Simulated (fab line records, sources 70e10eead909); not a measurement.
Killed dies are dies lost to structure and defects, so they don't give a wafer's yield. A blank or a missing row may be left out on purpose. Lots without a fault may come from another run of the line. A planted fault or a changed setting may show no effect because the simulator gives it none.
Which tool did it? | flow nand_harc | 13 lots, 39 wafers sampled, at 5 steps of a route of 1302

WHAT THE GAUGES READ, wafer by wafer
NHARC_END_SORT_01. Usual: killed_at_array 55, standard deviation 23; killed_at_other 1.0, standard deviation 1.2; killed_at_periphery 3.2, standard deviation 2.7; killed_dies 59, standard deviation 23; killed_open 3.1, standard deviation 1.6; killed_short 2.2, standard deviation 1.5.
lot  | measured     | on        | killed_at_array | killed_at_other | killed_at_periphery | killed_dies | killed_open | killed_short | flag
L959 | day 32 01:05 | prober-02 | 54 45 51        | 0 0 0           | 8 10 12             | 62 55 63    | 2 2 6       | 2 1 2        |

WHICH TOOL RAN EACH LOT (tool, then ch and the chambers of the sampled wafers, then the start)
lot  | NHARC_A_STAIRCASE_ETCH_294                    | NHARC_A_STAIRCASE_HM_OPEN_463                 | NHARC_A_STAIRCASE_ALD_415        | NHARC_A_STAIRCASE_DEP_417
L942 | rie_diel-08 ch 0,1,2, day 17 09:20 or earlier | rie_diel-02 ch 1,2,3, day 17 09:20 or earlier | ald_hk-04 ch 0,1,3, day 17 09:20 | pecvd-03 ch 0,1,2, day 17 11:35
L943 | rie_diel-08 ch 0,3, day 17 21:05 or earlier   | rie_diel-02 ch 0,2,3, day 17 21:05 or earlier | ald_hk-03 ch 2,3, day 17 21:05   | pecvd-04 ch 1,2, day 17 23:30
L945 | rie_diel-08 ch 0,2,3, day 18 15:04 or earlier | rie_diel-02 ch 0,1,2, day 18 15:04 or earlier | ald_hk-01 ch 0,1,3, day 18 15:04 | pecvd-03 ch 0,1,2, day 18 16:50
L947 | rie_diel-08 ch 0,1,3, day 19 00:14 or earlier | rie_diel-08 ch 2,3, day 19 00:14 or earlier   | ald_hk-03 ch 1,2,3, day 19 00:14 | pecvd-02 ch 0,2, day 19 02:17
L949 | rie_diel-09 ch 0,2, day 19 22:36 or earlier   | rie_diel-02 ch 0,1,2, day 19 22:36 or earlier | ald_hk-04 ch 0,2,3, day 19 22:36 | pecvd-02 ch 0,1,2, day 20 00:26
L951 | rie_diel-08 ch 0,1, day 20 20:29 or earlier   | rie_diel-02 ch 1,2,3, day 20 20:29 or earlier | ald_hk-04 ch 2,3, day 20 20:29   | pecvd-02 ch 0,2, day 20 22:52
L952 | rie_diel-09 ch 0,2,3, day 20 23:27 or earlier | rie_diel-02 ch 1,3, day 20 23:27 or earlier   | ald_hk-04 ch 0,2,3, day 20 23:27 | pecvd-04 ch 0,1, day 21 01:31
L954 | rie_diel-02 ch 0,1,3, day 22 04:26 or earlier | rie_diel-08 ch 1,2, day 22 04:26 or earlier   | ald_hk-04 ch 0,1,3, day 22 04:26 | pecvd-02 ch 0,1,2, day 22 06:09
L959 | rie_diel-02 ch 0,1,2, day 24 10:23 or earlier | rie_diel-09 ch 2,3, day 24 10:23 or earlier   | ald_hk-01 ch 1,2,3, day 24 10:23 | pecvd-03 ch 0,2, day 24 12:14
L960 | rie_diel-08 ch 0,2,3, day 25 05:46 or earlier | rie_diel-08 ch 0,2,3, day 25 05:46 or earlier | ald_hk-04 ch 0,1,2, day 25 05:46 | pecvd-03 ch 0,1, day 25 07:47
L962 | rie_diel-08 ch 0,2, day 25 07:50 or earlier   | rie_diel-09 ch 0,3, day 25 07:50 or earlier   | ald_hk-03 ch 0,2, day 25 07:50   | pecvd-04 ch 0,1,2, day 25 09:56
L961 | rie_diel-09 ch 0,2, day 25 08:13 or earlier   | rie_diel-08 ch 0,1,3, day 25 08:13 or earlier | ald_hk-04 ch 0,1, day 25 08:13   | pecvd-03 ch 0,2, day 25 10:29
L965 | rie_diel-09 ch 0,2,3, day 26 04:39 or earlier | rie_diel-02 ch 0,1,2, day 26 04:39 or earlier | ald_hk-03 ch 0,1,2, day 26 04:39 | pecvd-04 ch 1,2, day 26 06:55
- NHARC_A_STAIRCASE_ETCH_294: etches the open film in C4F8/O2/Ar, target depth 4989 nm, time 1211.6 s.
- NHARC_A_STAIRCASE_HM_OPEN_463: chemistry O2/COS.
- NHARC_A_STAIRCASE_ALD_415: deposits SiO2, target thk 30 nm, pulse time 6 s, ald cycles 300.
- NHARC_A_STAIRCASE_DEP_417: deposits Si3N4, target thk 60 nm.

WHAT THE TOOLS THEMSELVES READ (means of the sampled wafers that have a number; where no wafer has one, the mark that the record gives instead)
NHARC_A_STAIRCASE_ETCH_294. Usual: oes_product_au 0.934 a.u., standard deviation 0.011; rf_vpp_V 1827 V, standard deviation 10.
lot  | tool        | oes_product_au (a.u.) | rf_vpp_V (V) | flag
L942 | rie_diel-08 | 0.945                 | 1830         |
L943 | rie_diel-08 | 0.941                 | 1822         |
L945 | rie_diel-08 | 0.935                 | 1822         |
L947 | rie_diel-08 | 0.936                 | 1829         |
L949 | rie_diel-09 | 0.923                 | 1818         |
L951 | rie_diel-08 | 0.928                 | 1835         |
L952 | rie_diel-09 | 0.932                 | 1824         |
L954 | rie_diel-02 | 0.926                 | 1829         |
L959 | rie_diel-02 | 0.923                 | 1834         |
L960 | rie_diel-08 | 0.937                 | 1820         |
L962 | rie_diel-08 | 0.934                 | 1819         |
L961 | rie_diel-09 | 0.921                 | 1843         |
L965 | rie_diel-09 | 0.941                 | 1837         |

NHARC_A_STAIRCASE_HM_OPEN_463. Usual: drypump_motor_current_A 5.6 A, standard deviation 0.59; oes_product_au 0.999 a.u., standard deviation 0.01; rf_vpp_V 467.8 V, standard deviation 2.7; showerhead_plenum_p_Torr 3.15 Torr, standard deviation 0.12; throttle_valve_pct 28.329 %, standard deviation 0.01.
lot  | tool        | drypump_motor_current_A (A) | oes_product_au (a.u.) | rf_vpp_V (V) | showerhead_plenum_p_Torr (Torr) | throttle_valve_pct (%) | flag
L942 | rie_diel-02 | 5.6                         | 0.996                 | 467.4        | 3.12                            | 28.328                 |
L943 | rie_diel-02 | 5.8                         | 1.006                 | 468.7        | 3.17                            | 28.330                 |
L945 | rie_diel-02 | 6.2                         | 1.001                 | 470.2        | 3.23                            | 28.329                 |
L947 | rie_diel-08 | 5.1                         | 1.009                 | 466.6        | 3.09                            | 28.333                 |
L949 | rie_diel-02 | 6.2                         | 0.999                 | 468.7        | 3.22                            | 28.334                 |
L951 | rie_diel-02 | 5.6                         | 1.000                 | 466.5        | 3.11                            | 28.328                 |
L952 | rie_diel-02 | 5.8                         | 0.988                 | 467.0        | 3.11                            | 28.334                 |
L954 | rie_diel-08 | 5.6                         | 1.008                 | 467.0        | 3.16                            | 28.336                 |
L959 | rie_diel-09 | 4.9                         | 0.987                 | 470.7        | 3.28                            | 28.319                 |
L960 | rie_diel-08 | 5.4                         | 1.005                 | 464.8        | 3.04                            | 28.323                 |
L962 | rie_diel-09 | 5.2                         | 1.001                 | 467.9        | 3.16                            | 28.330                 |
L961 | rie_diel-08 | 5.3                         | 1.009                 | 467.5        | 3.13                            | 28.331                 |
L965 | rie_diel-02 | 6.2                         | 0.996                 | 468.9        | 3.20                            | 28.328                 |

NHARC_A_STAIRCASE_ALD_415. Usual: heater_power_w 450 W, standard deviation 39; precursor_pulse_height_rel 0.998, standard deviation 0.02.
lot  | tool      | heater_power_w (W) | precursor_pulse_height_rel | flag
L942 | ald_hk-04 | 454                | 0.984                      |
L943 | ald_hk-03 | 411                | 1.011                      |
L945 | ald_hk-01 | 459                | 0.982                      |
L947 | ald_hk-03 | 432                | 1.013                      |
L949 | ald_hk-04 | 464                | 1.008                      |
L951 | ald_hk-04 | 468                | 1.008                      |
L952 | ald_hk-04 | 460                | 0.984                      |
L954 | ald_hk-04 | 448                | 1.020                      |
L959 | ald_hk-01 | 460                | 1.012                      |
L960 | ald_hk-04 | 429                | 1.013                      |
L962 | ald_hk-03 | 424                | 0.989                      |
L961 | ald_hk-04 | 403                | 0.991                      |
L965 | ald_hk-03 | 442                | 1.016                      |

NHARC_A_STAIRCASE_DEP_417. Usual: heater_power_w 706 W, standard deviation 93.
lot  | tool     | heater_power_w (W) | flag
L942 | pecvd-03 | 750                |
L943 | pecvd-04 | 701                |
L945 | pecvd-03 | 659                |
L947 | pecvd-02 | 706                |
L949 | pecvd-02 | 680                |
L951 | pecvd-02 | 632                |
L952 | pecvd-04 | 650                |
L954 | pecvd-02 | 681                |
L959 | pecvd-03 | 648                |
L960 | pecvd-03 | 859                |
L962 | pecvd-04 | 729                |
L961 | pecvd-03 | 812                |
L965 | pecvd-04 | 707                |

THE ANSWER, worked out from the rows above alone
Rule: a lot is off if the mean of its wafers that have a number lies more than 3 standard deviations from the usual mean. A lot without any number at a reading at which 4 lots or more have one is off too. The other lots that the step has rows for count as sound. The gauges are gone through in route order, then the tools' own readings, and for those a lot's mean is taken as printed above. The first step at which some lot is off is used, and at that step the reading that is off furthest; a lot without a number counts as furthest.
No lot is off at any reading shown: from this, nothing can be told.

WHAT THE SIMULATOR HAD PUT IN
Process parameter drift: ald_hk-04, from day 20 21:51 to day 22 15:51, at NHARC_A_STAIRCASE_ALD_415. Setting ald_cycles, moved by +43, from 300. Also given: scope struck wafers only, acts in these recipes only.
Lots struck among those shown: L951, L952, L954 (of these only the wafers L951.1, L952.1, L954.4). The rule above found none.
